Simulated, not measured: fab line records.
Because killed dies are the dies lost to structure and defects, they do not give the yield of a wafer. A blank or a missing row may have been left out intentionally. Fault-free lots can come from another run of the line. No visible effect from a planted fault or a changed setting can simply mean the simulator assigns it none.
A struck lot beside a sound one :: flow nand harc :: 41 steps out of a route of 1159
Sound: the wafers L150.1, L150.4, L150.6. Struck: wafer L167.6. (L167.3, L167.5 of the same lot were not struck and are left out.) The cause comes at the end.
Per side, at each step with rows, come the tool, then ch with its chambers, and then its first start. Under that, the readings that differ: sound wafers :: struck wafers :: difference of the means :: sigmas: that difference in standard deviations of wafers without a fault.
alike: readings with means less than 2 such deviations apart, plus words and numbers identical on both sides. not compared: withheld readings, readings lacking a value on some wafer, bounds such as >300 that could conceal the same value, and numbers that have no deviation in the record and whose values overlap.
A row with sigmas, a row that says differs or no value, or rows on one side alone: a step with any of these is where the two part. Non-overlapping numbers with no deviation appear without sigmas and do not part them. Lack of a reading on every wafer of one side parts them only where that side has two or more wafers.

first, 2 steps without rows for these wafers: NHARC_A_CONTACT_PEB_06 (peb time 65 s); NHARC_A_CONTACT_DEVELOP_07 (develop time 35 s).
NHARC_A_CONTACT_CD_MEAS_08 targets a cd of 100 nm.
  sound on cd sem-02 ch 0, day 17 07:56; struck on cd sem-02 ch 0, day 21 01:55
  alike: cd nm
NHARC_A_CONTACT_OVL_MEAS_09:
  struck on overlay-01, day 21 02:00; sound on overlay-02, day 17 08:02
  alike: overlay x nm, overlay y nm
NHARC_A_CONTACT_INSPECT_10:
  struck on defect inspect-01, day 21 02:02; sound on defect inspect-01, day 17 08:04
  alike: raw defect count
then, 2 steps without rows for these wafers: NHARC_A_CONTACT_DESCUM_13 (chemistry O2, time 3 s); NHARC_A_CONTACT_ETCH_88 (etches the open film in CF4, target depth 39 nm, time 65 s).
NHARC_A_CONTACT_ETCH_89: etches the open film in N2/H2, target depth 260 nm, time 475.3 s.
  sound on rie diel-11 ch 0,2,3; struck on rie diel-02 ch 3
  alike: drypump motor current A, h2 flow sccm, oes product au, rf vpp V, showerhead plenum p Torr, throttle valve pct
  not compared: rf hours counter h
then, 4 steps without rows for these wafers: NHARC_A_CONTACT_ETCH_30 (etches the open film in CF4/CHF3, target depth 60.5 nm, time 30.2 s); NHARC_A_CONTACT_ETCH_31 (etches the open film in O2/COS, target depth 2000 nm, time 520 s); NHARC_A_CONTACT_ETCH_134 (etches the open film in C4F8/O2/Ar, time 140 s, target depth 700 nm); NHARC_A_CONTACT_ETCH_135 (etches the open film in C4F8/O2/Ar, time 132 s, target depth 1287 nm).
NHARC_A_CONTACT_ETCH_136: etches the open film in C4F8/O2/Ar, time 132 s, target depth 1287 nm.
  sound on har cap etch-02 ch 0,1, day 17 10:01; struck on har cap etch-02 ch 1, day 21 03:37
  not compared: rf hours counter h
then, 2 steps without rows for these wafers: NHARC_A_CONTACT_ETCH_137 (etches the open film in C4F8/O2/Ar, time 132 s, target depth 1287 nm); NHARC_A_CONTACT_ETCH_138 (etches the open film in C4F8/O2/Ar, time 132 s, target depth 1289 nm).
NHARC_A_CONTACT_ETCH_139: etches the open film in C4F8/O2/Ar, time 137 s, target depth 590 nm.
  sound on har cap etch-02 ch 0,1, day 17 10:32; struck on har cap etch-02 ch 1, day 21 04:01
  not compared: rf hours counter h
then, 1 step without rows for these wafers: NHARC_A_CONTACT_ETCH_92 (etches the open film in CH3F/O2, target depth 40 nm, time 85.7 s).
NHARC_A_CONTACT_ETCH_98: etches the open film in C4F6/O2, target depth 20 nm, time 10 s.
  sound on rie diel-02 ch 0,3; struck on rie diel-02 ch 2
  alike: drypump motor current A, oes product au, rf vpp V, showerhead plenum p Torr, throttle valve pct
  not compared: rf hours counter h
NHARC_A_CONTACT_CD_MEAS_15:
  struck on cd sem-01, day 21 04:32; sound on cd sem-03, day 17 11:11
  alike: cd nm
then, 3 steps without rows for these wafers: NHARC_A_CONTACT_STRIP_107 (strips in N2/H2); NHARC_A_CONTACT_STRIP_108 (strips in CF4/CHF3); NHARC_A_CONTACT_STRIP_109 (strips in O2/COS).
NHARC_A_CONTACT_ETCH_110: etches the open film in CF4/O2, target depth 50 nm, overetch 5 nm, time 27.5 s.
  sound on rie diel-11 ch 1,2,3, day 17 11:44; struck on rie diel-11 ch 3, day 21 04:49
reading: throttle valve pct (%)
sound: 13.405 13.397 13.414
struck: 13.381
difference: -0.024
sigmas: -3
  alike: drypump motor current A, oes product au, rf vpp V, showerhead plenum p Torr
  not compared: rf hours counter h
then, 4 steps without rows for these wafers: NHARC_A_CONTACT_STRIP_26 (strips in O2); NHARC_A_CONTACT_STRIP_27 (strips in post etch residue remover, time 600 s); NHARC_A_CONTACT_ALD_18 (deposits TiN, target thk 3 nm, pulse time 1 s, ald cycles 150); NHARC_A_CONTACT_CVD_19 (deposits W, target thk 300 nm, time 802 s).
NHARC_A_CONTACT_CMP_20: polishes, t overpolish 30 s, target thk 300 nm.
  sound on cmp-03 ch 0,1,2, day 17 16:53; struck on cmp-04 ch 1, day 21 11:39
  alike: motor current A, overpolish run s, time to endpoint s
then, 11 steps without rows for these wafers: NHARC_A_CONTACT_SRD_22; NHARC_A_BLC_DEHYDRATE_00 (time 120 s); NHARC_A_BLC_HMDS_01 (time 30 s); NHARC_A_BLC_COAT_02 (time 75 s); NHARC_A_BLC_COAT_03 (time 65 s); NHARC_A_BLC_COAT_04 (resist thk 90 nm); NHARC_A_BLC_SOFTBAKE_05 (time 55 s); NHARC_A_BLC_EBR_06; NHARC_A_BLC_EXPOSE_07 (exposes mask A BLC, target cd 100 nm); NHARC_A_BLC_PEB_08 (peb time 65 s); NHARC_A_BLC_DEVELOP_09 (develop time 35 s).
NHARC_A_BLC_CD_MEAS_10 targets a cd of 100 nm.
  sound on cd sem-02 ch 0, day 17 17:49; struck on cd sem-01 ch 0, day 21 12:26
  alike: cd nm
-- the record jumps here: 2 days lie between the struck wafers' starts before and after (it left off in module A_BLC and takes up again in module END, whose first step shown is number 1159 of the route) --
NHARC_END_SORT_01:
  the record has rows for the struck wafers here (prober-02 ch 0, day 23 17:56) and none for the sound ones

WHERE THEY PART
At NHARC_A_CONTACT_ETCH_110 first; at NHARC_END_SORT_01 last (within this record only).

WHY: the cause the simulator had injected
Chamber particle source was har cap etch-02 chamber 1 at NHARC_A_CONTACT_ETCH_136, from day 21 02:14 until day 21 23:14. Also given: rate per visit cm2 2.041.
